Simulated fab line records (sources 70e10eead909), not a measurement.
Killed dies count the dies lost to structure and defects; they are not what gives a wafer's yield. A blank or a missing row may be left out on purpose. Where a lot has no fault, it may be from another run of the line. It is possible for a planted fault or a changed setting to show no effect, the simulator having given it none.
fab line records    flow nand_harc
[record] lots = 6  wafers = 18  last_day = 32
route steps=1302 shown P_BONDPAD@386 A_START@389 A_ZERO_WELL@390 END@1302
lots that met no fault: taken from a fault-free run of the same line
start_h: start of the lot's first displayed wafer, in hours after the record's first day    wait_h: how many hours have passed since the lot's step before this one    " same as the row above    L1.1+2: several wafers, shown together as one row    - no value present, or no start provided    * or withheld: withheld    < > ~ a bound
route shown NAME@n: NAME is a module with steps in the file, n the number in the route of the first one    usual: average and standard deviation across the fault-free wafers    same: alike in all rows    chamber/n: place in a boat    sites: readings site by site    _std_site: their standard deviation    _edge_site: mean of outer sites minus mean of inner sites    radius_mm: how far each site lies from the wafer's centre    mask NAME#n: copy n    behind: the most recent tool/chamber to have shaped the wafer    hold: the reason the lot was held/the length of the hold in hours/how it ended    device: transistor that didn't switch, given as n, p or np    end of line: at the end of the route, the tests of the same wafers    a step without rows: its recipe alone    killed: not the wafer's yield, but the dies lost to structure and defects at the first sort    map: shows each die of a wafer: x if killed, . if not, _ if none is there
set.NAME: setting as actually run; set.NAME@STEP: the setting as run at that earlier step    model.NAME: the simulator's own value behind a step, which no gauge read
lots seen at some steps along the route; tables by step, rows by wafer
services: the hour from which a tool's chamber was out of use, counted from the record's first day as start_h (under 0 if before that day), plus the number of hours and why
[[steps]]
[step NHARC_P_BONDPAD_ACTIVATE_29]
[recipe] time_s = 60  n2_flow_sccm = 200  ar_flow_sccm = 0  bias_power_w = 0  chemistry = N2
[usual] drypump_motor_current_A = 5.7/0.5  mfc_ar_sccm = 0.007/0.0087  oes_product_au = 1.001/0.01  rf_vpp_V = 64.0/0.84  showerhead_plenum_p_Torr = 1.74/0.073
lot.wafer  tool         chamber  start_h  wait_h  drypump_motor_current_A  mfc_ar_sccm  oes_product_au  rf_hours_counter_h  rf_vpp_V  showerhead_plenum_p_Torr
L366.4     rie_diel-08  3        140.36   0.1     5.6                      0.002        0.986           6.3                 64.5      1.85
L366.2     "            0        "        "       5.6                      0            1.008           7.5                 64.4      1.71
L366.3     "            2        "        "       5.5                      0            1.016           8.0                 62.9      1.67
L372.2     rie_diel-09  1        195.29   0.1     5.8                      0.017        0.999           2.5                 63.2      1.64
L372.1     "            2        "        "       5.0                      0            0.988           2.3                 63.1      1.72
L372.6     "            1        "        "       5.7                      0.017        1.005           -                   63.2      1.64
L378.1     rie_diel-09  2        263.10   0.1     5.0                      0            1.003           7.9                 62.7      1.72
L378.2     "            3        "        "       6.9                      0.013        1.018           7.2                 64.0      1.80
L378.6     "            2        "        "       5.0                      0            1.006           -                   64.8      1.72
L379.3     rie_diel-08  3        281.97   0.1     5.7                      0.002        1.006           5.0                 65.1      1.85
L379.4     "            2        "        "       5.5                      0            1.010           -                   63.4      1.67
L379.6     "            3        "        "       5.7                      0.002        1.006           -                   64.0      1.85
L381.3     rie_diel-08  2        284.78   0.1     5.5                      0            1.002           5.5                 64.2      1.67
L381.1     "            3        "        "       5.6                      0.002        1.002           5.1                 65.4      1.85
L381.5     "            2        "        "       5.5                      0            1.001           -                   63.4      1.67
L387.4     rie_diel-11  1        346.52   0.1     6.5                      0.009        0.996           2.3                 63.2      1.89
L387.2     "            3        "        "       6.2                      0            1.006           2.8                 65.4      1.72
L387.5     "            2        "        "       5.2                      0.016        1.004           -                   62.6      1.66
[step NHARC_P_BONDPAD_PRECLEAN_30]
[recipe] time_s = 300  temp_c = 23  chemistry = DIW
[step NHARC_P_BONDPAD_SRD_31]
[recipe] time_s = 30  temp_c = 23  dry_time_s = 20  spin_rpm = 1500
[step NHARC_A_START_INSPECT_01]
[usual] raw_defect_count = 3.4/2.1
lot.wafer  tool               chamber  start_h  wait_h  raw_defect_count
L366.2     defect_inspect-01  -        140.77   -       8
L366.3     "                  -        "        "       4
L366.4     "                  -        "        "       2
L372.1     defect_inspect-02  -        195.69   -       4
L372.2     "                  -        "        "       4
L372.6     "                  -        "        "       3
L378.1     defect_inspect-02  -        263.51   -       4
L378.2     "                  -        "        "       3
L378.6     "                  -        "        "       2
L379.3     defect_inspect-01  -        282.37   -       1
L379.4     "                  -        "        "       5
L379.6     "                  -        "        "       4
L381.1     defect_inspect-02  -        285.20   -       2
L381.3     "                  -        "        "       4
L381.5     "                  -        "        "       3
L387.2     defect_inspect-01  -        346.93   -       3
L387.4     "                  -        "        "       3
L387.5     "                  -        "        "       2
[step NHARC_A_ZERO_WELL_PRECLEAN_00]
[recipe] time_s = 600  temp_c = 120  chemistry = SPM
[step NHARC_A_ZERO_WELL_SRD_01]
[step NHARC_A_ZERO_WELL_DEHYDRATE_02]
[recipe] temp_c = 150  time_s = 120
[step NHARC_A_ZERO_WELL_HMDS_03]
[recipe] time_s = 30
[step NHARC_A_ZERO_WELL_COAT_18]
[recipe] temp_c = 200  time_s = 65
[step NHARC_A_ZERO_WELL_COAT_04]
[recipe] spin_rpm = 2000  resist_thk_nm = 600
[step NHARC_A_ZERO_WELL_SOFTBAKE_05]
[recipe] temp_c = 125  time_s = 70
[step NHARC_A_ZERO_WELL_EBR_06]
[step NHARC_A_ZERO_WELL_EXPOSE_07]
[recipe] na = 0.55  dose_mj = 33.85  mask_id = A_ZERO
[usual] exposure_dose_mJ_cm2 = 33.82/0.033  stage_vel_mm_s = 500.01/0.3
lot.wafer  tool            chamber  start_h  wait_h  mask      exposure_dose_mJ_cm2  stage_vel_mm_s
L366.2     krf_scanner-04  0        141.46   -       A_ZERO#0  33.86                 500.27
L366.3     "               0        "        "       A_ZERO#0  33.86                 499.98
L366.4     "               0        "        "       A_ZERO#0  33.86                 500.06
L372.1     krf_scanner-03  0        196.38   -       A_ZERO#0  33.83                 500.30
L372.2     "               0        "        "       A_ZERO#0  33.84                 500.08
L372.6     "               0        "        "       A_ZERO#0  33.84                 500.02
L378.1     krf_scanner-04  0        264.20   -       A_ZERO#0  26.06                 499.86
L378.2     "               0        "        "       A_ZERO#0  25.98                 499.67
L378.6     "               0        "        "       A_ZERO#0  26.01                 499.86
L379.3     krf_scanner-04  0        283.07   -       A_ZERO#0  27.59                 500.21
L379.4     "               0        "        "       A_ZERO#0  27.58                 500.43
L379.6     "               0        "        "       A_ZERO#0  27.58                 500.29
L381.1     krf_scanner-03  0        285.89   -       A_ZERO#0  33.82                 499.90
L381.3     "               0        "        "       A_ZERO#0  33.81                 499.92
L381.5     "               0        "        "       A_ZERO#0  33.84                 499.75
L387.2     krf_scanner-03  0        347.50   -       A_ZERO#0  33.83                 500.10
L387.4     "               0        "        "       A_ZERO#0  33.79                 499.70
L387.5     "               0        "        "       A_ZERO#0  33.80                 500.05
[step NHARC_A_ZERO_WELL_PEB_08]
[recipe] peb_temp_c = 128  peb_time_s = 80
[step NHARC_END_SORT_01]
[recipe] temp_c = 25
[usual] killed_at_array = 57/21  killed_at_other = 0.9/1.2  killed_at_periphery = 4.2/2.9  killed_dies = 62/21  killed_open = 3.2/1.8  killed_short = 2.4/1.5
[same] gross_dies = 677
lot.wafer  tool       chamber  start_h  wait_h  killed_at_array  killed_at_other  killed_at_periphery  killed_dies  killed_open  killed_short
L379.3     prober-01  0        699.21   3.1     33               0                2                    35           2            0
L379.4     prober-01  0        700.02   3.4     39               0                3                    42           3            4
L379.6     prober-01  0        701.64   4.1     27               0                2                    29           1            0
// killed by level:class
L379.3 A_CHANNEL_HOLE_D1:chamber_film_flake=10 A_CHANNEL_FILL_D1:chamber_film_flake=9 A_CONTACT:chamber_film_flake=5 A_STAIRCASE:chamber_film_flake=3 P_GATE:chamber_film_flake=2 A_CHANNEL_FILL_D2:chamber_film_flake=2 A_SLIT:chamber_film_flake=2 A_CHANNEL_FILL_D2:geometric_particle:open=1
L379.4 A_SLIT:chamber_film_flake=9 A_CHANNEL_HOLE_D1:chamber_film_flake=6 A_CONTACT:chamber_film_flake=5 A_CHANNEL_FILL_D1:chamber_film_flake=4 A_STAIRCASE:chamber_film_flake=4 A_CHANNEL_FILL_D2:geometric_particle:short=2 P_GATE:chamber_film_flake=2 A_DECK1_JOINT:chamber_film_flake=2
L379.6 A_CHANNEL_HOLE_D1:chamber_film_flake=10 A_STAIRCASE:chamber_film_flake=4 A_CONTACT:chamber_film_flake=4 A_SLIT:chamber_film_flake=3 A_DECK1_JOINT:chamber_film_flake=2 A_M0:geometric_particle:open=1 P_STI:chamber_film_flake=1 P_GATE:chamber_film_flake=1
[[services]]
tool            chamber  start_h  hours  kind
rie_diel-09     3        118.43   15.8   repair
rie_diel-08     0        120.80   -      clean
rie_diel-08     1        120.80   -      clean
krf_scanner-04  -        122.83   1.7    repair
rie_diel-08     0        125.06   8.9    repair
rie_diel-09     -        143.59   9.0    pm
rie_diel-08     2        155.93   4.1    repair
krf_scanner-04  -        182.00   4.0    pm
rie_diel-09     0        183.59   2.6    repair
rie_diel-08     -        190.90   9.0    pm
krf_scanner-03  -        224.00   4.0    pm
rie_diel-11     -        233.41   13.8   repair
rie_diel-09     0        235.55   59.5   repair
rie_diel-11     -        255.50   9.0    pm
rie_diel-11     2        265.89   8.0    repair
rie_diel-08     1        274.06   19.3   repair
rie_diel-08     3        286.08   7.2    repair
rie_diel-08     1        295.83   5.6    repair
krf_scanner-04  -        298.16   2.2    repair
rie_diel-09     0        312.87   24.6   repair
krf_scanner-04  -        314.50   0.8    repair
rie_diel-11     1        317.03   6.1    repair
rie_diel-09     -        320.59   9.0    pm
rie_diel-11     0        334.54   5.6    repair
[[key]]
[first_sign] step = NHARC_A_ZERO_WELL_EXPOSE_07  reading = exposure_dose_mJ_cm2  direction = down  sigmas = 99+  usual = 33.82  struck = 26.80
effect none on later readings
met_at NHARC_A_ZERO_WELL_EXPOSE_07
struck_wafers L378.1,L378.2,L378.6,L379.3,L379.4,L379.6
tester_left_out L378,L379
[loop_trim] step = NHARC_A_ZERO_WELL_EXPOSE_07  setting = dose  lots = L379
onset_between 141.46 264.20
[fault] kind = process_parameter_drift  tool = krf_scanner-04  chamber = -  onset_h = 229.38  steps = NHARC_A_ZERO_WELL_EXPOSE_07  channel = dose_mj  offset = -7.8049  shape = step  acts_in = these_recipes_only  stated = 33.85
// tester_left_out: of these lots the tester's yield and bins aren't shown, on N5 and GAA mostly nor the transistor test; their killed dies are dies lost to structure and defects alone, not to doping, threshold or leakage, so they don't give the yield
// loop_trim: a control loop set the setting to another value than it would have without faults
